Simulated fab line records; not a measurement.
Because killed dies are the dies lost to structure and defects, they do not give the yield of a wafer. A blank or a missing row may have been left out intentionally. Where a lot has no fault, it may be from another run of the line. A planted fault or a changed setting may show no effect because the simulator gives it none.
Comparing a struck lot with a sound one :: flow n5Finfet :: 16 out of 1938 route steps
Sound: wafers L214.1, L214.3, L214.5. The struck wafers were L225.2, L225.3, L225.4. The cause is named last.
For every step that has rows: the tool of each side, followed by ch and its chambers, followed by its first start. Under that, the readings that differ: sound wafers :: struck wafers :: difference of the means :: sigmas: that difference in standard deviations of wafers without a fault.
alike: readings whose means differ by less than 2 such deviations, and words and numbers that are the same on both sides. not compared: withheld readings, readings that some wafer has no value for, bounds like >300 that may hide the same value, and numbers for which the record gives no deviation and whose values overlap.
The two part at a step that has a row with sigmas, a row that says differs or no value, or rows on one side only. Numbers that don't overlap but have no deviation are shown without sigmas and don't part them. Lack of a reading on every wafer of one side parts them only where that side has two or more wafers.

first, 8 steps without rows for these wafers: N5_BEOL_M3_COAT_68 (time 60 s, resist thk 12 nm); N5_BEOL_M3_COAT_76 (time 60 s, resist thk 5 nm); N5_BEOL_M3_COAT_22 (resist thk 30 nm); N5_BEOL_M3_EBR_24; N5_BEOL_M3_SOFTBAKE_23 (time 60 s); N5_BEOL_M3_EXPOSE_25 (exposes mask V2, defocus 5 nm); N5_BEOL_M3_PEB_26 (peb time 60 s); N5_BEOL_M3_DEVELOP_27 (develop time 30 s).
N5_BEOL_M3_CD_MEAS_28: target cd 25.7 nm, target cd y 23.3 nm.
  sound on cdSem-02 ch 0, day 9 04:26; struck on cdSem-01 ch 0, day 11 17:27
  alike: cdNm
N5_BEOL_M3_OVL_MEAS_29:
  sound on overlay-02 ch 0, day 9 04:28; struck on overlay-01 ch 0, day 11 17:29
reading: V2_OVL (nm)
sound: 0.4 0.9 1.0
struck: -1.1 -0.8 -0.6
difference: -1.6
sigmas: -3
N5_BEOL_M3_INSPECT_30: inspects for defects (brightfield).
  sound: defectInspect-01 at day 9 04:32; struck: defectInspect-02 at day 11 17:32
reading: rawDefectCount
sound: 242 331 241
struck: 613 472 552
difference: +274
sigmas: +3
N5_BEOL_M3_DESCUM_33: chemistry O2, time 7 s.
  sound on rieDiel-02 ch 0,1, day 9 04:34; struck on rieDiel-06 ch 0,1,2, day 11 17:35
reading: throttleValvePct (%)
sound: 20.12 20.31 20.10
struck: 20.82 20.57 20.73
difference: +0.53
sigmas: +2
  alike: drypumpMotorCurrentA, oesProductAu, rfVppV, showerheadPlenumPTorr
  not compared: rfHoursCounterH
N5_BEOL_M3_ETCH_77: etches underlayer in N2/H2, target depth 6.5 nm, time 5.2 s.
  sound on rieDiel-02 ch 0,1, day 9 04:36; struck on rieDiel-06 ch 0,1,2, day 11 17:37
reading: etchRfOnTimeS (s)
sound: 5.09 5.15 5.11
struck: 3.56 3.74 3.55
difference: -1.50
sigmas: -13

reading: oesProductAu (a.u.)
sound: 0.60 0.76 0.60
struck: 0.79 0.93 0.80
difference: +0.19
sigmas: +2
  alike: drypumpMotorCurrentA, rfVppV, showerheadPlenumPTorr, throttleValvePct
  not compared: rfHoursCounterH
N5_BEOL_M3_ETCH_69: etches SiARC in CF4, target depth 15.6 nm, time 26 s.
  sound on rieDiel-02 ch 0,1, day 9 04:37; struck on rieDiel-06 ch 0,1,2, day 11 17:38
  alike: drypumpMotorCurrentA, etchRfOnTimeS, oesProductAu, rfVppV, showerheadPlenumPTorr, throttleValvePct
  not compared: rfHoursCounterH
-- here the record skips 2 days between the struck wafers' starts before and after, leaving off in module BEOL_M3 and picking up in module BEOL_M4 (first step shown: number 1111 of the route) --
N5_BEOL_M4_RC_MEAS_101:
  sound on prober-01 ch 0, day 11 02:20; struck on prober-02 ch 0, day 13 19:52
reading: VT_N (mV)
sound: 245 251 248
struck: 258 254 251
difference: +6
sigmas: +2
  alike: DIBL_N, DIBL_P, IOFF_N, IOFF_P, ION_N, ION_P, SS_N, SS_P, VT_P
after that, 1 step had no rows for these wafers: N5_PASSIVATION_PROBE_49.

== WHERE THEY PART ==
First at N5_BEOL_M3_OVL_MEAS_29; last, within this record, at N5_BEOL_M4_RC_MEAS_101.

WHY: the cause the simulator had injected
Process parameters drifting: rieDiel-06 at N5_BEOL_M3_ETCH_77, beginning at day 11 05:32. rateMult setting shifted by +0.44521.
